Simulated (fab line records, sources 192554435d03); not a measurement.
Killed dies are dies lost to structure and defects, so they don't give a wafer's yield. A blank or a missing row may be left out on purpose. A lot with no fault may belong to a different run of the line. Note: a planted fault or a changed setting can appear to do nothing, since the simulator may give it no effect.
fab line records ; flow n5Finfet
record lots=4; wafers=12; lastDay=17
route steps=1938 shown BEOL_M7@1312 BEOL_M8@1332 PASSIVATION@1936
lots that met no fault: from a run of the same line without faults
startH: start of the lot's first displayed wafer, in hours after the record's first day ; waitH: how many hours have passed since the lot's step before this one ; " unchanged from the row above ; L1.1+2: a single row standing in for several wafers ; - no value, or no start was given ; * or withheld: withheld ; < > ~ a bound
route shown NAME@n: names a module that has steps shown in the file, with the first one's number in the route ; usual: average and standard deviation across the fault-free wafers ; same: alike in all rows ; chamber/n: place in a boat ; sites: the reading at each site ; _std_site: the standard deviation of these ; _edge_site: mean of outer sites minus mean of inner sites ; radiusMm: how far each site lies from the wafer's centre ; mask NAME#n: copy n ; behind: the tool/chamber that last shaped the wafer ; hold: the reason the lot was held/the length of the hold in hours/how it ended ; device: the transistor (n, p or np) that didn't switch ; end of line: the same wafers' tests at the end of the route ; a step with no rows: only its recipe ; killed: the dies lost at the first sort to structure and to defects; this is not the yield of the wafer ; map: a wafer's dies, x killed, . not, _ none there
set.NAME: the run value of the setting; set.NAME@STEP: its run value at that earlier step ; model.NAME: the simulator's own value behind a step, which no gauge read
lots seen at some steps along the route; tables by step, rows by wafer
services: when a tool's chamber went out of use (startH, in hours from the record's first day, below 0 if earlier), for how many hours, and the reason
## steps
# step N5_BEOL_M7_HM_STRIP_39
# recipe chemistry=peroxideTinStrip; material=TiN; targetDepthA=250; tempC=50; timeS=158
# step N5_BEOL_M7_SRD_40
# recipe timeS=30; tempC=23; rinseLiquid=diw; dry=ipaMarangoni
# step N5_BEOL_M7_PRECLEAN_42
# recipe chemistry=residueRemover; timeS=60; tempC=40
# step N5_BEOL_M7_SRD_43
# recipe timeS=30; tempC=23; rinseLiquid=diw; dry=ipaMarangoni
# step N5_BEOL_M7_CURE_75
# recipe tempC=370; timeS=120; ambient=DMADMS/He; material=SiCOH_lowk
# step N5_BEOL_M7_DEGAS_44
# recipe ambient=vacuum; tempC=250; timeS=60
# step N5_BEOL_M7_PRE_CLEAN_45
# recipe gas=H2/He; timeS=30; tempC=250
# step N5_BEOL_M7_ALD_77
# recipe material=TaN; targetThkA=20; tempC=275; aldPrecursorFamily=PDMAT; aldCoReactant=NH3; pressureTorr=3; carrierFlowSccm=1500; pulseTimeS=2; purgeTimeS=3; coReactantPurgeTimeS=2; coReactantPulseTimeS=3; aldCycles=40; precursorVesselTempC=75; precursorVesselPressureTorr=26.25; precursorVesselCarrierSccm=1000
# step N5_BEOL_M7_SURFACE_TREAT_79
# recipe gas=Ar; timeS=*; ionEnergyEv=*; ionCurrentMaCm2=0.5; pressureMtorr=*; arFlowSccm=30
# step N5_BEOL_M7_CVD_78
# recipe material=Co; targetThkA=20; tempC=withheld; precursor=CCTBA/H2; pressureTorr=30; timeS=142.3
# step N5_BEOL_M7_SPUTTER_48
# recipe material=Cu; targetThkA=100; tempC=-20; biasV=60; powerW=26000; chamberPressurePa=0.13; timeS=1.667
# step N5_BEOL_M7_ECD_50
# recipe material=Cu; targetThkA=3000
lot.wafer;tool;chamber;startH;waitH
L559.2+3+5;ecdCu-02;0,0,1;211.35;0.1
L561.1+4+6;ecdCu-02;0,1,0;254.05;0.1
L567.1+3+4;ecdCu-02;1,1,0;281.27;0.1
L577.1+3+4;ecdCu-01;0,0,1;349.73;0.1
# step N5_BEOL_M7_ANNEAL_51
# recipe tempC=225; timeS=90; ambient=N2
# step N5_BEOL_M7_CMP_52
# recipe stopOn=SiCOH_lowk; tOverpolishS=6.9; downForcePsi=1; platenRpm=50; clearingPlatenDownForcePsi=1.5; clearingPlatenRpm=50; postCmpClean=cuAlkaline; targetThkNm=80; clearingPlatenPadVelocityMS=0.99484; padVelocityMS=0.99484
# step N5_BEOL_M7_PRE_CLEAN_55
# recipe gas=NH3; timeS=15; tempC=withheld; rfPowerW=300
# step N5_BEOL_M7_DEP_56
# recipe material=SiCN; targetThkA=100; tempC=withheld; precursor=3MS/NH3; pressureTorr=3; rfW=202; timeS=17.5
# step N5_BEOL_M8_ILD_DEP_00
# recipe material=SiCOH_lowk; targetThkA=1797.5; tempC=300; precursor=DEMS/porogen; pressureTorr=5; rfW=500; timeS=33.4
# step N5_BEOL_M8_CURE_74
# recipe tempC=385; timeS=240; ambient=He/Ar; material=SiCOH_lowk
# step N5_BEOL_M8_PECVD_70
# recipe material=SiO2; targetThkA=200; tempC=400; precursor=TEOS/O2; pressureTorr=5.5; rfW=450; teosFlowSccm=53.8; gas=O2; flowSccm=3000; timeS=22.7
# step N5_BEOL_M8_HM_DEP_02
# recipe material=TiN; targetThkA=200; tempC=25; chamberPressurePa=0.49996
# step N5_BEOL_M8_COAT_59
# recipe resist=SOC; tempC=250; timeS=60; spinRpm=1500; resistThkNm=100
# step N5_BEOL_M8_COAT_60
# recipe resist=SiARC; tempC=220; timeS=60; spinRpm=1500; resistThkNm=35
# step N5_BEOL_M8_COAT_05
# recipe resist=CAR-ArF; spinRpm=1500; resistThkNm=90
# step N5_BEOL_M8_EBR_07
# recipe solvent=PGMEA; ebrWidthMm=1.5
# step N5_BEOL_M8_SOFTBAKE_06
# recipe tempC=110; timeS=60; resist=CAR-ArF
# step N5_BEOL_M8_EXPOSE_08
# recipe maskId=M8; na=1.35; sourceShape=dipole; sigmaInner=0.817; sigmaOuter=0.97; polarization=te; doseMj=68.25
# step N5_BEOL_M8_PEB_09
# recipe pebTempC=withheld; pebTimeS=60; resist=CAR-ArF
# step N5_BEOL_M8_DEVELOP_10
# recipe developTimeS=30; developer=TMAH; resist=CAR-ArF; rinseLiquid=diw; dry=airSpin; devTempC=23
# step N5_BEOL_M8_DESCUM_16
# recipe chemistry=O2; timeS=7.9; sourcePowerW=50; biasPowerW=20; pressureMtorr=20; rfFrequencyHz=2.712e+07; tempC=40; resist=CAR-ArF; o2FlowSccm=225
# step N5_BEOL_M8_ETCH_61
# recipe chemistry=CF4; target=SiARC; targetDepthA=455; maskMaterial=CAR-ArF; timeS=75.8; ionEnergyEv=80; pressureMtorr=40; sourceW=545; biasW=36; Ar_flow_sccm=100; cf4FlowSccm=100; ends=cleared
# step N5_BEOL_M8_ETCH_62
# recipe chemistry=N2/H2; target=SOC; targetDepthA=1100; overetchA=220; maskMaterial=SiARC; tempC=40; timeS=165; ionEnergyEv=200; pressureMtorr=30; sourceW=840; biasW=150; n2FlowSccm=200; h2FlowSccm=200
# step N5_BEOL_M8_STRIP_68
# recipe chemistry=N2/H2; tempC=40; n2FlowSccm=200; h2FlowSccm=200; rfFrequencyHz=6e+07
# step N5_BEOL_M8_STRIP_67
# recipe chemistry=CF4; resist=SiARC; powerW=300; biasPowerW=75; pressureMtorr=50; cf4FlowSccm=150; rfFrequencyHz=6e+07
# step N5_BEOL_M8_HM_OPEN_17
# recipe chemistry=Cl2/BCl3; targetDepthA=200; overetchA=60; target=TiN; maskMaterial=SOC; ionEnergyEv=150; pressureMtorr=10; icpW=1000; biasW=126; Cl2_flow_sccm=53.25; bcl3FlowSccm=21.75; Ar_flow_sccm=25
# step N5_PASSIVATION_PROBE_49
# usual defectLimitedYield=91.4/1.5; killed_at_M0_to_M3=35/12; killed_at_M4_up=13/5.8; killedAtContacts=12/5.5; killedAtFrontEnd=36/9.9; killedAtOther=4/3.7; killedDies=101/18; killedOnRim=13/4.1; killedOpen=66/13; killedShort=33/8; sort_bin_5_function=5.0/1; sort_bin_6_memory=3.2/0.67; sortNPass=1079/18; sortYieldPct=91.4/1.5
# same grossDies=1180; killedAtBackSide=0; sort_bin_4_leakage[%]=0; sort_bin_8_speed[%]=0
lot.wafer;tool;chamber;startH;waitH;defectLimitedYield[%];killed_at_M0_to_M3;killed_at_M4_up;killedAtContacts;killedAtFrontEnd;killedAtOther;killedDies;killedOnRim;killedOpen;killedShort;sort_bin_5_function[%];sort_bin_6_memory[%];sortNPass;sortYieldPct[%]
L561.1;prober-01;-;330.90;0.0;53.7;29;472;16;28;1;546;65;61;28;29.6;13.1;634;53.7
L561.4;prober-01;-;331.05;0.2;53.8;26;480;14;22;3;545;76;52;17;28.5;15.2;635;53.8
L561.6;prober-01;-;331.15;0.3;52.5;29;481;18;32;0;560;78;64;27;29.7;15.4;620;52.5
L567.1;prober-02;-;365.02;0.0;54.4;17;476;10;32;3;538;74;47;24;27.0;15.1;642;54.4
L567.3;prober-02;-;365.12;0.1;53.6;25;476;11;29;7;548;70;55;23;30.4;13.9;632;53.6
L567.4;prober-02;-;365.17;0.2;55.6;19;463;10;25;7;524;64;42;27;28.5;13.5;656;55.6
# killed by level:class
L561.1 BEOL_M7:unspecified=451 MOL_CONTACT_COAG:geometricParticle:open=14 FIN_SAQP:geometricParticle:open=9 BEOL_M4:geometricParticle:open=8 BEOL_M0_SAQP:geometricParticle:short=8 FIN_SAQP:geometricParticle:short=6 BEOL_M0_SAQP:geometricParticle:open=6 BEOL_M1:geometricParticle:open=6
L561.4 BEOL_M7:unspecified=475 MOL_CONTACT_COAG:geometricParticle:open=14 BEOL_M0_SAQP:geometricParticle:open=7 BEOL_M0_SAQP:geometricParticle:short=7 STI_FIN_REVEAL:geometricParticle:open=5 DUMMY_GATE:geometricParticle:open=5 BEOL_M2:geometricParticle:open=3 STARTING-WAFER:geometricParticle:open=3
L561.6 BEOL_M7:unspecified=469 MOL_CONTACT_COAG:geometricParticle:open=15 BEOL_M0_SAQP:geometricParticle:open=8 BEOL_M2:geometricParticle:open=8 BEOL_M0_SAQP:geometricParticle:short=7 STI_FIN_REVEAL:geometricParticle:open=6 DUMMY_GATE:geometricParticle:open=6 BEOL_M4:geometricParticle:open=6
L567.1 BEOL_M7:unspecified=466 MOL_CONTACT_COAG:geometricParticle:open=9 BEOL_M0_SAQP:geometricParticle:short=8 BEOL_M0_SAQP:geometricParticle:open=7 FIN_SAQP:geometricParticle:open=6 GATE_CUT:geometricParticle:open=6 FIN_SAQP:geometricParticle:short=4 STI_FIN_REVEAL:geometricParticle:open=2
L567.3 BEOL_M7:unspecified=469 MOL_CONTACT_COAG:geometricParticle:open=11 BEOL_M0_SAQP:geometricParticle:short=10 FIN_SAQP:geometricParticle:open=8 BEOL_M1:geometricParticle:open=7 STARTING-WAFER:geometricParticle:open=4 BEOL_M4:geometricParticle:open=4 BEOL_M0:geometricParticle:open=4
L567.4 BEOL_M7:unspecified=454 MOL_CONTACT_COAG:geometricParticle:open=9 BEOL_M0_SAQP:geometricParticle:short=7 STI_FIN_REVEAL:geometricParticle:open=4 BEOL_M4:geometricParticle:open=4 STI_FIN_REVEAL:geometricParticle:short=3 DUMMY_GATE:geometricParticle:open=3 BEOL_M0_SAQP:geometricParticle:open=3
# map L561.6 (x killed, . not)
_________________x.xx.x.xxxxx________________
______________.xxx.xx..xx.....xx_____________
___________x...x..x...xxx.xx....x.x__________
__________x..xx.....x.xx..xxxxxxxx.x_________
________..xxxxxx.x...x.x.....x.x.xx..x_______
_______x..xx.......x.x..x.x....xx.....x______
______xx...xx..x.xxxx..xx...x.x.x..xxx.x_____
_____xxx.xx...xx..xx.x.xxxx.x.xx.x.xxx..x____
____x.x..x..xxx.xx.x...x.x...x..x.x.xxx.x.___
___x..xx.x...xx.xxx.xx.x..x....x.x..xx.xxxx__
___x.xxx.xx..x..x.xxx..x.x....x.x.x.....xxx__
__xx...x..xx..x........xx.xx.x.xxx..x...xxxx_
__x...x..xxxxx..xx.....xx.x.x..x..x.xxx..x.._
_.x.x.xxxxx..x.x.x.xxxxx..x.....xxx.xx..xxx..
_..xx.x.xxx..xxx..xx..xxxxxxx...xxxxxxxxxxx.x
_...x.x.xxx.xxx.....xxx..x.xx....x...xx...xx.
_....xxxxxxx.x....x..x....x.....x..xxxxx..xxx
_.....x.x.xx..xx.xxx.x.xxx..xxx...xx.xx.x.x..
_....xxxxxxx.x....x.x....xx....x..xxx......xx
_...x....xx..x.xxxx...xx..xx.....xxxx...x.xx.
_x.....x.....xx..x.x....x......x..x..x.x.xxxx
__x..x.x.x..xx.xxx.xx.xxx..xx.x....xxxx....._
__...xx....xx.xx..xxxx.xxxx..xx..x..xx......_
___x..x....xx....x..x..x......xx.x.xx.xxx..__
___xx.x..........x.x..x.x..x...x....xxxxx.x__
____...xx..xxxxx...x..x.xx.xx.xxx.x...xxx.___
_____.x...x.xx...x..xxx.xx.x..x....x..xx.____
______.x.x..x.xxxx.x.xx....xx.x.x.xxxxxx_____
_______..x.xxxxx.x.x.x.x...x..x.....x..______
________xxxxx....x..xxxx.x....xxxxx.x._______
__________x...........xx.xx.x...x.xx_________
___________x.xx.xxxxx..x..xxxx...xx__________
______________x.x..x.xx.x...x..._____________
_________________.....xxx...x________________
# map L567.3 (x killed, . not)
_________________.x..xxx..x..________________
______________.xx...x....x.xx.x._____________
___________.....xx..xxx.x.x..xxxxxx__________
__________.xx..x.xx.x.....xxxxx....x_________
________xxx.x.xx..x.xx.xx.xx.x...x...._______
_______.x.x....x..x.xxx.x.x.x.xxxx..x.x______
______......xx.xxxxxxx.xxxx....xxx...xxx_____
_____x..xxxx..xx....x.xxxx..x......x..x..____
____x.x...x......xx.x...x...xxxxxx....x..x___
___xx.x.....x.xxxx.....x..x.xxx..xxx....x..__
___......x.x.x...xx.x.x....x.xx.xxx.xxx.xx.__
__.xx.xx.xxx....xx....x...x......x.xxxx.x..._
__.x.x..xxx.xx.xx.....xxx..xx.xx.xx.x.x....._
_xx..x...xx.xx.....xxx.x.....xxx..x.xx..x.x..
_xxxxx...xx.x.xx...xxx.xx.xx.xx.x.xxx..x..x.x
_x.x.x.x..x..xx.xx......xxxx.x.x...x....xx.xx
_.x.x..x.....x.x....xx.x...xx...xxxxx.xx.x..x
_xx...xxxx.xx...x.x..xx.xxx.x.x.x.xxxxxxx.xxx
_....xx.x.....xx..x.....x...xx.x..xxx..xxxx..
_x..x.x......x.xxx.x....x...x..x.x...x.xx.x..
_x...xx.x..xx...x...xx..x....xx..x..x...xx..x
__...x..xx...xxx.x...xx.xx..x.xxxxxxxx.....x_
__.x.x...x..xxx.x.xxx.....x.xxx..x...x.xx.x._
___...x.x....xxx.x.x.xxx.x.xxxx.xx....x....__
___.....xx.xx..x..xxxxx....x..xx....xx..x.x__
____.xxx.xxxxxxxxx...x.xx...xx...x...x.xx.___
_____x...x.xx.xx.xxx.x...x..x..x.x.x.xxx.____
______.x.x...x.x.xxx..x.x.x..x.x..x.xx.x_____
_______xx.xx..x...x......x.x.xxxx..xx..______
________xxx.....xx.x..x..x.xx..xxx.x.x_______
__________xxxx.xxxx.xxxx.x..x..x.x.x_________
___________.x.xxxx.xxxxx...........__________
______________...x.xxx......xxxx_____________
_________________........x.xx________________
## services
tool;chamber;startH;hours;kind
ecdCu-01;-;253.14;1.4;repair
## key
firstSign step=N5_PASSIVATION_PROBE_49; reading=killed_at_M4_up; direction=up; sigmas=80; usual=13; struck=475
effect step=N5_PASSIVATION_PROBE_49; reading=defectLimitedYield; direction=down; sigmas=25; usual=91.4; struck=53.9
moreKillsBornAt N5_BEOL_M7_ECD_50@ecdCu-02=2784
metAt N5_BEOL_M7_ECD_50
struckWafers L561.1,L561.4,L561.6,L567.1,L567.3,L567.4
onsetBetween 211.35 254.05
fault kind=chamberParticleSource; tool=ecdCu-02; chamber=-; onsetH=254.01; steps=N5_BEOL_M7_ECD_50; ratePerVisitCm2=0.96756
